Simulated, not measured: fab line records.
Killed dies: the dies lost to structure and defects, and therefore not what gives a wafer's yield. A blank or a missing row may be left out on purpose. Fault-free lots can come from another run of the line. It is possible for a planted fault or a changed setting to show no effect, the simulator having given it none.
8D (eight disciplines) problem report, filled in by code | flow n5-finfet | the parts of the form that need people (team, actions taken, sign-off) are left out

== 1. THE ISSUE ==
spin-speed-rpm at N5_SD_EPI_N_COAT_33 reads a mean of 1593.7 rpm on 6 wafers of 2 lots; wafers without a fault read 1500.2 rpm with a standard deviation of 1.1. That puts it +85 standard deviations away from the usual mean.
The step: time 60 s, resist thk 35 nm.
First seen on wafer L455.2, day 3 23:43, on litho-track-01. The record has a number at this step for 33 wafers belonging to 12 lots. By rule, "out" or "out of limits" means more than 4 standard deviations away from the usual mean. The other wafers with a number count as sound.

== 2. WHAT IT IS; WHAT IT IS NOT ==
question                    | is                     | is not
which readings at this step | spin-speed-rpm         | resist-line-temp-C
which lots                  | L455, L457             | L452, L464, L465, L467, L468, L469, L470, L471, L472, L473
which wafers of those lots  | all that have a number | -
read on which tools         | litho-track-01         | litho-track-03, litho-track-04
when                        | from day 3 23:43       | up to then (3 sound wafers); but 24 sound wafers of L464, L465, L467, L468, L469, L470, L471, L472, L473 came after

== 3. THE SUSPECTS, EACH WITH WHAT RULES IT OUT ==
Counting: any tool at a process step up to the reading is kept as a suspect provided that every lot that is out went through it and no sound lot did after the first of them.
- ald-sin-04 at N5_SPACER0_ALD_08 (deposits SiNx, target thk 2 nm): ruled out as a lasting fault. After its first lot that is out, L455 (day 3 23:32), sound lots L469 ran on it.
- litho-track-01 at N5_SD_EPI_N_COAT_33 (time 60 s, resist thk 35 nm): ruled out as a lasting fault. After its first lot that is out, L455 (day 3 23:43), sound lots L467, L468, L470, L473 ran on it.
Left after counting: nothing in the record.

== 4. THE CAUSE (what the simulator had put in) ==
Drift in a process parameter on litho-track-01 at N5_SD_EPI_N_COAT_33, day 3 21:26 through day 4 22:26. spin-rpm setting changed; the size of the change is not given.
Counting ruled it out, wrongly.

== 5. THE CHAIN OF EFFECTS, in route order ==
Each row: a reading where the mean over the struck wafers with a number is more than 3 standard deviations away from the usual. Readings are gone through only where the record gives a usual standard deviation; hours: the median, over the lots, of the time from a lot's start at the first step in this table giving one to that lot's start at this step; sigmas: the change measured in usual standard deviations.
hours | step                | reading        | usual      | on struck wafers | change | sigmas
0     | N5_SD_EPI_N_COAT_33 | spin-speed-rpm | 1500.2 rpm | 1593.7           | +93.5  | +85
Process steps it contains:
- N5_SD_EPI_N_COAT_33: time 60 s, resist thk 35 nm.

== 6. WHAT WOULD HAVE CAUGHT IT SOONER ==
First out-of-limits reading in this record: day 3 23:43, which is 2 hours after fault onset at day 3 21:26.
